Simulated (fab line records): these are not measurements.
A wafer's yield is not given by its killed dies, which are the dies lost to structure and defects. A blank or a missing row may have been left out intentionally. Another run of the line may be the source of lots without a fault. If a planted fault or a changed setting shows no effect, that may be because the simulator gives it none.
fab line records	flow nand_harc
[record] lots = 13	wafers = 39	last_day = 26
route steps=1159 shown P_ZERO_WELL@12 END@1159
lots untouched by any fault: they come from a run of this same line in which no faults occurred
start_h: hours from the record's first day to the start of the lot's first wafer shown	wait_h: hours from the lot's prior step to this one	" same as the row above	L1.1+2: several wafers, shown together as one row	- value missing, or start not given	* or withheld: withheld	< > ~ a bound
route shown NAME@n: NAME is a module with steps in the file, n the number in the route of the first one	usual: mean and standard deviation over wafers with no fault	same: alike in all rows	chamber/n: place in a boat	sites: per-site readings	_std_site: standard deviation across them	_edge_site: inner sites' mean taken away from outer sites' mean	radius_mm: how far each site lies from the wafer's centre	mask NAME#n: copy n	behind: the most recent tool/chamber to have shaped the wafer	hold: why the lot was held/for how many hours/how that ended	device: the n, p or np transistor that did not switch	end of line: the tests these same wafers got at the end of their route	for a step that has no rows: nothing shown but its recipe	killed: dies that structure and defects cost at the first sort, which is not the same as the wafer's yield	map: dies across one wafer; x = killed, . = not, _ = none there
set.NAME: the run value of the setting; set.NAME@STEP: its run value at that earlier step	model.NAME: the simulator's own value behind a step, which no gauge read
one table for each step of the route and one row for each wafer, over a sample of lots
services: a tool's chamber out of use, with start hour (start_h, from the record's first day; less than 0 if before it), hours out, and reason
[[steps]]
[step NHARC_P_ZERO_WELL_PEB_09]
[recipe] peb_temp_c = 128	peb_time_s = 80
[usual] plate_temp_C = 128.00/0.12
lot.wafer	tool	chamber	start_h	wait_h	plate_temp_C
L201.3	litho_track-02	0	19.04	0.1	128.14
L201.4	"	0	"	"	128.06
L201.5	"	0	"	"	128.06
L202.1	litho_track-02	0	25.33	0.1	127.85
L202.3	"	0	"	"	127.80
L202.6	"	0	"	"	127.94
L203.3	litho_track-02	0	31.16	0.1	127.14
L203.5	"	0	"	"	127.23
L203.6	"	0	"	"	127.08
L204.1	litho_track-05	0	37.28	0.1	128.14
L204.3	"	0	"	"	128.12
L204.5	"	0	"	"	127.98
L205.2	litho_track-02	0	43.12	0.1	127.30
L205.3	"	0	"	"	127.27
L205.4	"	0	"	"	127.29
L206.1	litho_track-02	0	49.04	0.1	127.34
L206.4	"	0	"	"	127.19
L206.5	"	0	"	"	127.10
L213.1	litho_track-05	0	91.03	0.1	128.22
L213.3	"	0	"	"	128.03
L213.5	"	0	"	"	128.09
L215.1	litho_track-07	0	103.03	0.1	127.99
L215.2	"	0	"	"	128.11
L215.5	"	0	"	"	128.23
L216.1	litho_track-07	0	109.04	0.1	127.92
L216.3	"	0	"	"	127.99
L216.6	"	0	"	"	128.01
L219.4	litho_track-02	0	127.16	0.0	128.09
L219.5	"	0	"	"	128.00
L219.6	"	0	"	"	127.98
L220.1	litho_track-07	0	133.16	0.1	128.05
L220.4	"	0	"	"	128.20
L220.6	"	0	"	"	128.17
L222.3	litho_track-07	0	145.17	0.1	128.01
L222.5	"	0	"	"	128.03
L222.6	"	0	"	"	127.74
L223.1	litho_track-02	0	151.15	0.1	127.86
L223.2	"	0	"	"	128.10
L223.6	"	0	"	"	128.04
[step NHARC_P_ZERO_WELL_ETCH_62]
[recipe] target_depth_a = 130	time_s = 6.5	chf3_flow_sccm = 50	ar_flow_sccm = 200	rf_w = 500	bias_w = 200	chemistry = CHF3/Ar
[usual] drypump_motor_current_A = 5.8/0.42	oes_product_au = 0.963/0.017	rf_vpp_V = 370.5/2.5	showerhead_plenum_p_Torr = 2.34/0.11	throttle_valve_pct = 20.217/0.0095
lot.wafer	tool	chamber	start_h	wait_h	drypump_motor_current_A	oes_product_au	rf_hours_counter_h	rf_vpp_V	showerhead_plenum_p_Torr	throttle_valve_pct
L201.4	rie_diel-05	0	-	-	5.6	0.973	2	368.0	2.23	20.237
L201.3	"	2	"	"	6.3	0.973	1	372.5	2.43	20.212
L201.5	"	0	"	"	5.6	0.964	-	370.4	2.23	20.216
L202.1	rie_diel-10	2	-	-	6.0	0.957	0	369.8	2.26	20.210
L202.3	"	3	"	"	5.4	0.967	0	374.3	2.51	20.218
L202.6	"	2	"	"	6.0	0.963	-	369.3	2.26	20.224
L203.3	rie_diel-10	0	-	-	6.0	0.981	1	367.8	2.22	20.209
L203.6	"	0	"	"	6.1	0.987	-	367.9	2.22	20.213
L203.5	"	1	"	"	5.6	0.979	-	369.5	2.30	20.229
L204.3	rie_diel-05	2	-	-	6.4	0.990	3	372.1	2.43	20.216
L204.1	"	1	"	"	6.3	0.959	3	372.0	2.48	20.231
L204.5	"	3	"	"	4.9	0.966	-	371.2	2.45	20.224
L205.4	rie_diel-05	2	-	-	6.4	0.974	3	372.4	2.43	20.227
L205.2	"	3	"	"	5.0	0.991	4	373.3	2.45	20.210
L205.3	"	1	"	"	6.3	0.937	3	372.9	2.48	20.229
L206.1	rie_diel-10	1	-	-	5.7	0.978	2	370.2	2.30	20.210
L206.4	"	0	"	"	6.1	0.969	3	367.0	2.22	20.211
L206.5	"	2	"	"	6.0	0.969	-	368.8	2.26	20.199
L213.1	rie_diel-06	2	-	-	5.6	0.974	1	370.6	2.35	20.199
L213.3	"	0	"	"	6.4	0.953	2	371.5	2.39	20.216
L213.5	"	2	"	"	5.6	0.977	-	370.4	2.35	20.235
L215.2	rie_diel-06	3	-	-	6.0	0.958	2	364.9	2.19	20.219
L215.1	"	0	"	"	6.4	0.969	2	371.1	2.39	20.205
L215.5	"	2	"	"	5.6	0.958	-	372.2	2.35	20.225
L216.1	rie_diel-10	2	-	-	6.0	0.922	7	368.7	2.26	20.212
L216.3	"	1	"	"	5.6	0.929	6	370.2	2.30	20.210
L216.6	"	3	"	"	5.5	0.944	-	375.3	2.51	20.215
L219.4	rie_diel-05	0	-	-	5.6	0.957	11	368.0	2.22	20.220
L219.5	"	2	"	"	6.3	0.974	-	372.1	2.43	20.212
L219.6	"	3	"	"	5.0	0.978	-	374.2	2.45	20.217
L220.4	rie_diel-10	2	-	-	6.0	0.938	8	369.4	2.26	20.221
L220.1	"	1	"	"	5.7	0.946	8	370.9	2.30	20.232
L220.6	"	3	"	"	5.5	0.969	-	374.5	2.51	20.216
L222.3	rie_diel-06	2	-	-	5.6	0.955	4	371.7	2.35	20.213
L222.5	"	0	"	"	6.4	0.958	-	371.8	2.38	20.217
L222.6	"	1	"	"	6.0	0.958	-	366.9	2.20	20.219
L223.1	rie_diel-05	3	-	-	5.0	0.975	10	371.9	2.45	20.221
L223.2	"	0	"	"	5.6	0.952	13	366.9	2.22	20.206
L223.6	"	2	"	"	6.3	0.978	-	372.8	2.43	20.205
[step NHARC_P_ZERO_WELL_DESCUM_26]
[recipe] time_s = 3	o2_flow_sccm = 200	ar_flow_sccm = 0	bias_power_w = 0	chemistry = O2
[usual] drypump_motor_current_A = 5.9/0.4	oes_product_au = 0.995/0.013	rf_vpp_V = 57.7/0.84	showerhead_plenum_p_Torr = 1.92/0.095	throttle_valve_pct = 11.311/0.0077
lot.wafer	tool	chamber	start_h	wait_h	drypump_motor_current_A	oes_product_au	rf_hours_counter_h	rf_vpp_V	showerhead_plenum_p_Torr	throttle_valve_pct
L201.4	rie_diel-10	1	20.53	-	5.7	1.006	0.2	57.2	1.88	11.305
L201.3	"	2	"	"	6.0	0.993	0.2	57.0	1.84	11.307
L201.5	"	3	"	"	5.5	1.013	-	57.9	2.06	11.319
L202.3	rie_diel-10	3	27.01	-	5.5	0.989	0.4	57.8	2.06	11.297
L202.1	"	0	"	"	6.0	1.002	0.4	58.1	1.81	11.317
L202.6	"	2	"	"	6.0	0.977	-	57.6	1.84	11.321
L203.3	rie_diel-05	0	32.66	-	5.6	1.013	3.8	55.7	1.81	11.320
L203.6	"	1	"	"	6.3	0.990	-	58.1	2.03	11.317
L203.5	"	2	"	"	6.4	1.015	-	59.7	1.99	11.316
L204.3	rie_diel-05	3	38.80	-	5.0	1.009	3.7	58.5	2.00	11.327
L204.1	"	0	"	"	5.6	1.005	3.9	56.2	1.81	11.303
L204.5	"	1	"	"	6.3	0.987	-	59.2	2.03	11.313
L205.3	rie_diel-05	1	44.60	-	6.3	0.983	3.3	57.5	2.03	11.304
L205.4	"	3	"	"	5.0	1.013	3.8	59.4	2.00	11.307
L205.2	"	0	"	"	5.6	1.005	4.0	57.5	1.81	11.324
L206.4	rie_diel-10	2	51.11	-	6.0	0.994	2.8	57.0	1.84	11.305
L206.1	"	3	"	"	5.5	1.000	3.1	58.4	2.06	11.299
L206.5	"	1	"	"	5.6	1.011	-	56.8	1.88	11.317
L213.1	rie_diel-06	1	92.61	-	6.0	0.980	1.8	56.7	1.79	11.303
L213.3	"	2	"	"	5.6	1.001	1.3	56.9	1.92	11.297
L213.5	"	2	"	"	5.6	0.995	-	56.5	1.92	11.310
L215.1	rie_diel-10	0	104.51	-	6.1	0.997	5.9	57.7	1.81	11.309
L215.2	"	2	"	"	6.0	0.968	6.4	56.6	1.84	11.315
L215.5	"	3	"	"	5.5	0.988	-	60.3	2.06	11.304
L216.3	rie_diel-06	2	110.67	-	5.6	0.995	2.5	59.4	1.92	11.316
L216.1	"	0	"	"	6.4	0.992	2.8	57.8	1.95	11.308
L216.6	"	2	"	"	5.6	0.997	-	56.6	1.92	11.310
L219.4	rie_diel-10	0	128.63	-	6.1	1.006	7.4	56.7	1.81	11.304
L219.6	"	3	"	"	5.5	1.006	-	57.3	2.05	11.313
L219.5	"	0	"	"	6.0	1.011	-	56.2	1.81	11.295
L220.1	rie_diel-05	1	134.78	-	6.3	0.981	9.8	56.6	2.03	11.303
L220.4	"	2	"	"	6.3	0.990	9.7	57.8	1.99	11.303
L220.6	"	0	"	"	5.6	1.005	-	57.2	1.81	11.298
L222.3	rie_diel-06	3	146.81	-	6.0	0.975	4.4	57.4	1.79	11.303
L222.6	"	0	"	"	6.4	0.983	-	58.1	1.95	11.319
L222.5	"	1	"	"	6.0	0.998	-	58.0	1.79	11.317
L223.2	rie_diel-06	0	152.76	-	6.4	0.983	5.8	58.5	1.95	11.314
L223.1	"	1	"	"	5.9	0.982	5.6	56.9	1.79	11.316
L223.6	"	1	"	"	5.9	0.994	-	57.1	1.79	11.313
[step NHARC_P_ZERO_WELL_CD_MEAS_52]
[recipe] target_cd_nm = 2000	landing_energy_ev = 500
[usual] cd_nm = 1998.8/2.1
[same] landing_energy_ev = 500
lot.wafer	tool	chamber	start_h	wait_h	cd_nm
L201.3	cd_sem-03	0	23.64	-	2001.5
L201.4	"	0	"	"	2001.0
L201.5	"	0	"	"	1995.1
L202.1	cd_sem-03	0	30.13	-	1999.3
L202.3	"	0	"	"	1999.0
L202.6	"	0	"	"	2000.2
L203.3	cd_sem-02	0	35.77	-	1998.9
L203.5	"	0	"	"	2000.2
L203.6	"	0	"	"	2000.3
L204.1	cd_sem-02	0	41.90	-	2000.2
L204.3	"	0	"	"	1999.2
L204.5	"	0	"	"	1997.7
L205.2	cd_sem-01	0	47.73	-	1994.5
L205.3	"	0	"	"	1997.9
L205.4	"	0	"	"	1999.5
L206.1	cd_sem-03	0	54.25	-	2000.3
L206.4	"	0	"	"	2001.7
L206.5	"	0	"	"	1995.4
L213.1	cd_sem-03	0	95.60	-	2001.5
L213.3	"	0	"	"	1994.7
L213.5	"	0	"	"	1997.9
L215.1	cd_sem-02	0	107.50	-	2000.1
L215.2	"	0	"	"	1999.7
L215.5	"	0	"	"	2002.1
L216.1	cd_sem-02	0	113.81	-	1999.2
L216.3	"	0	"	"	1997.2
L216.6	"	0	"	"	1997.0
L219.4	cd_sem-01	0	131.64	-	1999.9
L219.5	"	0	"	"	1997.7
L219.6	"	0	"	"	1998.2
L220.1	cd_sem-01	0	137.90	-	2000.9
L220.4	"	0	"	"	2000.5
L220.6	"	0	"	"	2002.8
L222.3	cd_sem-02	0	149.77	-	2000.4
L222.5	"	0	"	"	1996.8
L222.6	"	0	"	"	1998.7
L223.1	cd_sem-03	0	155.75	-	1999.7
L223.2	"	0	"	"	2001.2
L223.6	"	0	"	"	1994.6
[step NHARC_END_SORT_01]
[recipe] temp_c = 25
[usual] killed_at_array = 27/12	killed_at_other = 0.9/1.1	killed_at_periphery = 3.2/2.4	killed_dies = 31/12	killed_open = 3.3/1.7	killed_short = 2.0/1.6
[same] gross_dies = 677
lot.wafer	tool	chamber	start_h	wait_h	killed_at_array	killed_at_other	killed_at_periphery	killed_dies	killed_open	killed_short
L202.1	prober-01	0	442.39	2.5	10	1	6	17	4	1
L202.3	prober-01	0	444.00	3.1	13	2	1	16	3	0
L202.6	prober-01	0	446.42	4.0	13	1	2	16	3	4
L201.3	prober-02	0	458.54	3.1	26	0	5	31	3	0
L201.4	prober-02	0	459.35	3.4	35	1	5	41	4	5
L201.5	prober-02	0	460.15	3.7	35	1	1	37	3	2
L204.1	prober-01	0	547.87	2.5	18	2	2	22	3	1
L204.3	prober-01	0	549.51	3.1	19	1	1	21	0	1
L204.5	prober-01	0	551.15	3.8	14	2	1	17	0	2
L203.3	prober-02	0	549.50	3.1	19	1	6	26	4	6
L203.5	prober-02	0	551.11	3.7	19	0	2	21	3	2
L203.6	prober-02	0	551.92	4.0	21	0	3	24	6	3
L205.2	prober-02	0	556.53	2.8	9	0	1	10	4	2
L205.3	prober-02	0	557.32	3.1	10	0	2	12	0	1
L205.4	prober-02	0	558.12	3.4	15	0	1	16	5	3
L206.1	prober-02	0	563.49	2.5	11	0	7	18	3	2
L206.4	prober-02	0	565.88	3.4	15	2	4	21	4	1
L206.5	prober-02	0	566.68	3.7	12	1	10	23	4	1
L213.1	prober-01	0	579.11	2.5	23	1	1	25	3	2
L213.3	prober-01	0	580.73	3.1	30	0	0	30	5	1
L213.5	prober-01	0	582.34	3.7	24	1	0	25	3	3
L215.1	prober-02	0	594.70	2.5	27	0	2	29	2	1
L215.2	prober-02	0	595.50	2.8	34	1	2	37	4	3
L215.5	prober-02	0	597.90	3.7	33	0	2	35	2	1
L216.1	prober-02	0	602.48	2.5	29	3	3	35	4	2
L216.3	prober-02	0	604.07	3.1	33	1	2	36	4	0
L216.6	prober-02	0	606.46	4.0	26	1	3	30	3	2
L220.1	prober-01	0	602.49	2.5	23	0	0	23	5	2
L220.4	prober-01	0	604.91	3.4	21	0	2	23	5	5
L220.6	prober-01	0	606.52	4.0	19	0	1	20	5	0
L222.3	prober-02	0	619.74	3.1	25	3	2	30	2	3
L222.5	prober-02	0	621.35	3.7	26	3	5	34	6	2
L222.6	prober-02	0	622.16	4.0	21	1	4	26	4	5
L223.1	prober-02	0	626.01	2.5	21	3	2	26	1	5
L223.2	prober-02	0	626.81	2.8	17	0	3	20	2	0
L223.6	prober-02	0	630.04	4.0	23	5	4	32	4	2
L219.4	prober-01	0	628.28	3.3	32	0	3	35	5	3
L219.5	prober-01	0	629.05	3.6	21	1	0	22	4	1
L219.6	prober-01	0	629.83	3.9	30	2	0	32	2	4
// killed by level:class
L202.1 P_STI:chamber_film_flake=3 A_CONTACT:chamber_film_flake=3 P_CONTACT:geometric_particle:open=2 A_SLIT:chamber_film_flake=2 P_M0:geometric_particle:open=1 A_ONON_D1:geometric_particle:short=1 A_M0:geometric_particle:open=1 A_ZERO_WELL:chamber_film_flake=1
L202.3 A_CONTACT:chamber_film_flake=5 A_CHANNEL_HOLE_D1:chamber_film_flake=3 HYBRID_BOND:chamber_film_flake=2 A_SGD_CUT:geometric_particle:open=1 A_WL_FILL:geometric_particle:open=1 A_BLC:geometric_particle:open=1 P_STI:chamber_film_flake=1 A_ZERO_WELL:chamber_film_flake=1
L202.6 A_CONTACT:chamber_film_flake=5 A_CHANNEL_FILL_D1:geometric_particle:short=3 P_CONTACT:geometric_particle:open=1 A_ONON_D1:geometric_particle:short=1 A_WL_FILL:geometric_particle:open=1 A_M1:geometric_particle:open=1 P_STI:chamber_film_flake=1 A_CHANNEL_HOLE_D1:chamber_film_flake=1
L201.3 A_CHANNEL_HOLE_D1:chamber_film_flake=8 A_CONTACT:chamber_film_flake=8 A_SLIT:chamber_film_flake=7 P_ZERO_WELL:chamber_film_flake=3 A_CONTACT:geometric_particle:open=2 P_M2:geometric_particle:open=1 P_STI:chamber_film_flake=1 A_SGD_CUT:chamber_film_flake=1
L201.4 A_CHANNEL_HOLE_D1:chamber_film_flake=12 A_SLIT:chamber_film_flake=8 A_CONTACT:chamber_film_flake=8 A_CONTACT:geometric_particle:short=2 P_STI:chamber_film_flake=2 A_SGD_CUT:chamber_film_flake=2 P_STI:geometric_particle:short=1 P_GATE:geometric_particle:open=1
L201.5 A_SLIT:chamber_film_flake=10 A_CHANNEL_HOLE_D1:chamber_film_flake=9 A_CONTACT:chamber_film_flake=8 A_WL_FILL:geometric_particle:short=2 A_STAIRCASE:chamber_film_flake=2 P_CONTACT:geometric_particle:open=1 A_CHANNEL_HOLE_D1:geometric_particle:open=1 A_WL_FILL:geometric_particle:open=1
L204.1 A_SLIT:chamber_film_flake=10 A_CONTACT:chamber_film_flake=5 THIN_TSV:chamber_film_flake=2 P_CONTACT:geometric_particle:open=1 P_M1:geometric_particle:open=1 A_WL_FILL:geometric_particle:open=1 A_WL_FILL:geometric_particle:short=1 A_ZERO_WELL:chamber_film_flake=1
L203.3 A_CHANNEL_HOLE_D1:chamber_film_flake=8 A_CONTACT:chamber_film_flake=4 A_CHANNEL_FILL_D1:geometric_particle:short=2 P_CONTACT:chamber_film_flake=2 P_CONTACT:geometric_particle:open=1 P_M0:geometric_particle:short=1 P_M0:geometric_particle:open=1 A_ONON_D1:geometric_particle:short=1
L204.3 A_SLIT:chamber_film_flake=12 A_CHANNEL_HOLE_D1:chamber_film_flake=2 A_STAIRCASE:chamber_film_flake=2 A_CONTACT:chamber_film_flake=2 A_CHANNEL_FILL_D1:geometric_particle:short=1 P_GATE:chamber_film_flake=1 THIN_TSV:chamber_film_flake=1
L203.5 A_CHANNEL_HOLE_D1:chamber_film_flake=10 A_CONTACT:chamber_film_flake=5 P_CONTACT:geometric_particle:open=1 A_CHANNEL_FILL_D1:geometric_particle:open=1 A_CHANNEL_FILL_D1:geometric_particle:short=1 A_SGD_CUT:geometric_particle:short=1 A_SGD_CUT:geometric_particle:open=1 P_CONTACT:chamber_film_flake=1
L204.5 A_SLIT:chamber_film_flake=8 A_CHANNEL_FILL_D1:chamber_film_flake=3 A_CONTACT:chamber_film_flake=2 THIN_TSV:chamber_film_flake=2 P_GATE:geometric_particle:short=1 A_CHANNEL_FILL_D1:geometric_particle:short=1
L203.6 A_CHANNEL_HOLE_D1:chamber_film_flake=13 A_WL_FILL:geometric_particle:short=2 P_GATE:geometric_particle:open=1 P_M0:geometric_particle:open=1 A_CHANNEL_FILL_D1:geometric_particle:short=1 A_WL_FILL:geometric_particle:open=1 A_CONTACT:geometric_particle:open=1 A_BLC:geometric_particle:open=1
L205.2 A_WL_FILL:geometric_particle:open=2 A_STAIRCASE:chamber_film_flake=2 A_SGD_CUT:geometric_particle:short=1 A_WL_FILL:geometric_particle:short=1 A_CONTACT:geometric_particle:open=1 A_BLC:geometric_particle:open=1 P_GATE:chamber_film_flake=1 A_CHANNEL_HOLE_D1:chamber_film_flake=1
L205.3 A_CONTACT:chamber_film_flake=3 A_ZERO_WELL:chamber_film_flake=2 A_CHANNEL_HOLE_D1:chamber_film_flake=2 A_ONON_D1:geometric_particle:short=1 P_STI:chamber_film_flake=1 P_GATE:chamber_film_flake=1 A_CHANNEL_FILL_D1:chamber_film_flake=1 A_SLIT:chamber_film_flake=1
L205.4 A_CHANNEL_HOLE_D1:chamber_film_flake=4 P_GATE:geometric_particle:open=1 A_ONON_D1:geometric_particle:open=1 A_CHANNEL_HOLE_D1:geometric_particle:open=1 A_CHANNEL_FILL_D1:geometric_particle:short=1 A_STAIRCASE:geometric_particle:short=1 A_WL_FILL:geometric_particle:open=1 A_WL_FILL:geometric_particle:short=1
L206.1 P_CONTACT:chamber_film_flake=3 P_M1:chamber_film_flake=3 A_CHANNEL_HOLE_D1:chamber_film_flake=3 A_STAIRCASE:chamber_film_flake=2 A_CONTACT:chamber_film_flake=2 P_M1:geometric_particle:open=1 A_SOURCE_PLATE:geometric_particle:open=1 A_WL_FILL:geometric_particle:short=1
L206.4 A_CONTACT:chamber_film_flake=4 A_CHANNEL_HOLE_D1:chamber_film_flake=3 A_M0:geometric_particle:open=2 P_M1:chamber_film_flake=2 A_CHANNEL_FILL_D1:chamber_film_flake=2 THIN_TSV:chamber_film_flake=2 P_M0:geometric_particle:open=1 A_WL_FILL:geometric_particle:short=1
L206.5 A_CHANNEL_HOLE_D1:chamber_film_flake=4 P_STI:chamber_film_flake=3 P_CONTACT:chamber_film_flake=3 A_CONTACT:chamber_film_flake=3 P_M1:chamber_film_flake=2 P_M0:geometric_particle:open=1 A_SOURCE_PLATE:geometric_particle:open=1 A_CHANNEL_HOLE_D1:geometric_particle:short=1
L213.1 A_CHANNEL_HOLE_D1:chamber_film_flake=17 A_STAIRCASE:chamber_film_flake=2 P_GATE:geometric_particle:open=1 A_ONON_D1:geometric_particle:short=1 A_SGD_CUT:geometric_particle:open=1 A_WL_FILL:geometric_particle:short=1 STARTING-WAFER:geometric_particle:open=1 A_CONTACT:chamber_film_flake=1
L213.3 A_CHANNEL_HOLE_D1:chamber_film_flake=17 A_STAIRCASE:chamber_film_flake=4 A_CONTACT:geometric_particle:open=3 A_WL_FILL:geometric_particle:open=2 A_CONTACT:geometric_particle:short=1 A_WL_FILL:chamber_film_flake=1 A_CONTACT:chamber_film_flake=1 A_BLC:chamber_film_flake=1
L213.5 A_CHANNEL_HOLE_D1:chamber_film_flake=13 A_CHANNEL_HOLE_D1:geometric_particle:short=2 A_WL_FILL:chamber_film_flake=2 A_WL_FILL:geometric_particle:open=1 A_CONTACT:geometric_particle:open=1 A_BLC:geometric_particle:open=1 A_M1:geometric_particle:short=1 A_STAIRCASE:chamber_film_flake=1
L215.1 A_CHANNEL_HOLE_D1:chamber_film_flake=18 A_STAIRCASE:chamber_film_flake=3 A_CONTACT:chamber_film_flake=2 A_ONON_D1:geometric_particle:open=1 A_CHANNEL_FILL_D1:geometric_particle:short=1 A_CHANNEL_FILL_D1:geometric_particle:open=1 P_STI:chamber_film_flake=1 P_GATE:chamber_film_flake=1
L215.2 A_CHANNEL_HOLE_D1:chamber_film_flake=23 A_CONTACT:geometric_particle:short=2 A_STAIRCASE:chamber_film_flake=2 A_ONON_D1:geometric_particle:open=1 A_STAIRCASE:geometric_particle:open=1 A_WL_FILL:geometric_particle:short=1 A_CONTACT:geometric_particle:open=1 A_M0:geometric_particle:open=1
L215.5 A_CHANNEL_HOLE_D1:chamber_film_flake=21 A_CONTACT:chamber_film_flake=5 A_STAIRCASE:chamber_film_flake=3 P_GATE:geometric_particle:open=1 A_ONON_D1:geometric_particle:open=1 A_WL_FILL:geometric_particle:short=1 P_GATE:chamber_film_flake=1 A_ZERO_WELL:chamber_film_flake=1
L216.1 A_SLIT:chamber_film_flake=11 A_CHANNEL_HOLE_D1:chamber_film_flake=6 A_CONTACT:chamber_film_flake=4 A_CONTACT:geometric_particle:open=2 A_STAIRCASE:chamber_film_flake=2 THIN_TSV:chamber_film_flake=2 P_GATE:geometric_particle:open=1 A_ONON_D1:geometric_particle:short=1
L220.1 A_CHANNEL_HOLE_D1:chamber_film_flake=8 A_STAIRCASE:chamber_film_flake=6 A_CHANNEL_HOLE_D1:geometric_particle:open=2 A_CHANNEL_FILL_D1:geometric_particle:open=1 A_CHANNEL_FILL_D1:geometric_particle:short=1 A_SGD_CUT:geometric_particle:open=1 A_SGD_CUT:geometric_particle:short=1 A_M0:geometric_particle:open=1
L216.3 A_SLIT:chamber_film_flake=17 A_CHANNEL_HOLE_D1:chamber_film_flake=10 A_CONTACT:chamber_film_flake=2 P_CONTACT:geometric_particle:open=1 P_M0:geometric_particle:open=1 A_CHANNEL_FILL_D1:geometric_particle:open=1 A_CONTACT:geometric_particle:open=1 A_STAIRCASE:chamber_film_flake=1
L220.4 A_CHANNEL_HOLE_D1:chamber_film_flake=6 A_WL_FILL:geometric_particle:short=3 A_STAIRCASE:chamber_film_flake=3 A_WL_FILL:chamber_film_flake=2 A_CONTACT:chamber_film_flake=2 P_CONTACT:geometric_particle:open=1 P_M0:geometric_particle:open=1 A_ONON_D1:geometric_particle:open=1
L216.6 A_SLIT:chamber_film_flake=10 A_CHANNEL_HOLE_D1:chamber_film_flake=6 A_CONTACT:chamber_film_flake=5 P_M0:geometric_particle:open=1 P_BONDPAD:geometric_particle:open=1 A_ONON_D1:geometric_particle:short=1 A_CONTACT:geometric_particle:open=1 A_BLC:geometric_particle:short=1
L220.6 A_STAIRCASE:chamber_film_flake=6 A_CHANNEL_HOLE_D1:chamber_film_flake=3 A_CONTACT:geometric_particle:open=2 A_WL_FILL:chamber_film_flake=2 A_CONTACT:chamber_film_flake=2 A_ONON_D1:geometric_particle:open=1 A_CHANNEL_FILL_D1:geometric_particle:open=1 A_SGD_CUT:geometric_particle:open=1
L222.3 A_CHANNEL_HOLE_D1:chamber_film_flake=7 A_STAIRCASE:chamber_film_flake=7 A_CONTACT:chamber_film_flake=4 THIN_TSV:chamber_film_flake=3 A_ONON_D1:geometric_particle:short=2 P_GATE:chamber_film_flake=2 A_ONON_D1:geometric_particle:open=1 A_WL_FILL:geometric_particle:open=1
L222.5 A_CHANNEL_HOLE_D1:chamber_film_flake=12 A_STAIRCASE:chamber_film_flake=5 THIN_TSV:chamber_film_flake=3 P_GATE:chamber_film_flake=2 A_CONTACT:chamber_film_flake=2 P_CONTACT:geometric_particle:open=1 P_M0:geometric_particle:open=1 P_M2:geometric_particle:open=1
L222.6 A_CHANNEL_HOLE_D1:chamber_film_flake=9 A_ONON_D1:geometric_particle:short=3 A_STAIRCASE:chamber_film_flake=3 P_M1:geometric_particle:open=2 A_CONTACT:chamber_film_flake=2 P_M0:geometric_particle:open=1 A_SOURCE_PLATE:geometric_particle:short=1 A_CONTACT:geometric_particle:short=1
L223.1 A_CHANNEL_HOLE_D1:chamber_film_flake=7 A_STAIRCASE:chamber_film_flake=6 A_CONTACT:chamber_film_flake=3 A_CHANNEL_FILL_D1:geometric_particle:short=2 A_BLC:geometric_particle:short=2 A_CHANNEL_FILL_D1:geometric_particle:open=1 P_ZERO_WELL:chamber_film_flake=1 P_GATE:chamber_film_flake=1
L223.2 A_CHANNEL_HOLE_D1:chamber_film_flake=9 A_STAIRCASE:chamber_film_flake=4 A_CONTACT:chamber_film_flake=3 P_GATE:geometric_particle:open=1 P_M0:geometric_particle:open=1 P_ZERO_WELL:chamber_film_flake=1 A_SLIT:chamber_film_flake=1
L219.4 A_CONTACT:chamber_film_flake=10 A_CHANNEL_HOLE_D1:chamber_film_flake=9 A_STAIRCASE:chamber_film_flake=6 A_WL_FILL:chamber_film_flake=2 P_CONTACT:geometric_particle:open=1 P_M0:geometric_particle:open=1 P_M0:geometric_particle:short=1 A_CHANNEL_FILL_D1:geometric_particle:short=1
L219.5 A_STAIRCASE:chamber_film_flake=7 A_CHANNEL_HOLE_D1:chamber_film_flake=3 A_CONTACT:chamber_film_flake=3 A_BLC:geometric_particle:open=2 A_WL_FILL:chamber_film_flake=2 A_SLIT:geometric_particle:open=1 A_CONTACT:geometric_particle:short=1 A_M1:geometric_particle:open=1
L219.6 A_CHANNEL_HOLE_D1:chamber_film_flake=11 A_CONTACT:chamber_film_flake=6 A_STAIRCASE:chamber_film_flake=3 A_CHANNEL_FILL_D1:geometric_particle:short=2 A_ZERO_WELL:chamber_film_flake=2 A_WL_FILL:chamber_film_flake=2 THIN_TSV:chamber_film_flake=2 A_ONON_D1:geometric_particle:short=1
L223.6 A_STAIRCASE:chamber_film_flake=7 A_CHANNEL_HOLE_D1:chamber_film_flake=6 A_CONTACT:chamber_film_flake=5 THIN_TSV:chamber_film_flake=5 A_WL_FILL:geometric_particle:open=2 P_GATE:geometric_particle:open=1 P_M0:geometric_particle:open=1 A_M0:geometric_particle:short=1
[[services]]
tool	chamber	start_h	hours	kind
rie_diel-10	-	-0.50	9.0	pm
rie_diel-10	0	-0.50	9.0	vent_cycle
rie_diel-10	1	-0.50	9.0	vent_cycle
rie_diel-10	2	-0.50	9.0	vent_cycle
rie_diel-10	3	-0.50	9.0	vent_cycle
rie_diel-10	0	8.50	-	clean
rie_diel-10	1	8.50	-	clean
rie_diel-10	2	8.50	-	clean
rie_diel-10	3	8.50	-	clean
litho_track-07	-	14.00	7.0	pm
rie_diel-06	0	15.19	6.2	repair
rie_diel-10	0	33.12	-	clean
rie_diel-10	1	33.12	-	clean
rie_diel-10	2	33.12	-	clean
rie_diel-10	3	33.12	-	clean
rie_diel-10	0	57.64	-	clean
rie_diel-10	1	57.64	-	clean
rie_diel-10	2	57.64	-	clean
rie_diel-05	3	58.42	5.5	repair
litho_track-05	-	62.00	7.0	pm
rie_diel-06	-	64.20	9.0	pm
rie_diel-05	3	85.86	3.3	repair
rie_diel-05	1	122.49	1.3	repair
rie_diel-06	-	147.22	0.9	repair
[[key]]
[first_sign] step = NHARC_P_ZERO_WELL_PEB_09	reading = plate_temp_C	direction = down	sigmas = 6.5	usual = *	struck = *
effect none on later readings
met_at NHARC_P_ZERO_WELL_PEB_09
struck_lots L203,L205,L206
tester_left_out L203,L205,L206
[loop_trim] step = NHARC_P_ZERO_WELL_EXPOSE_08	setting = dose	lots = L206
not_acting_at NHARC_P_ZERO_WELL_ETCH_62,NHARC_P_ZERO_WELL_DESCUM_26,NHARC_P_ZERO_WELL_CD_MEAS_52
onset_between 25.33 31.16
[fault] kind = process_parameter_drift	tool = litho_track-02	chamber = -	onset_h = 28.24	steps = NHARC_P_ZERO_WELL_PEB_09	channel = peb_temp_c	offset = *	shape = step	end_h = 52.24	acts_in = *	stated = *
// tester_left_out: of these lots the tester's yield and bins aren't shown, on N5 and GAA mostly nor the transistor test; their killed dies are dies lost to structure and defects alone, not to doping, threshold or leakage, so they don't give the yield
// loop_trim: a control loop set the setting to another value than it would have without faults
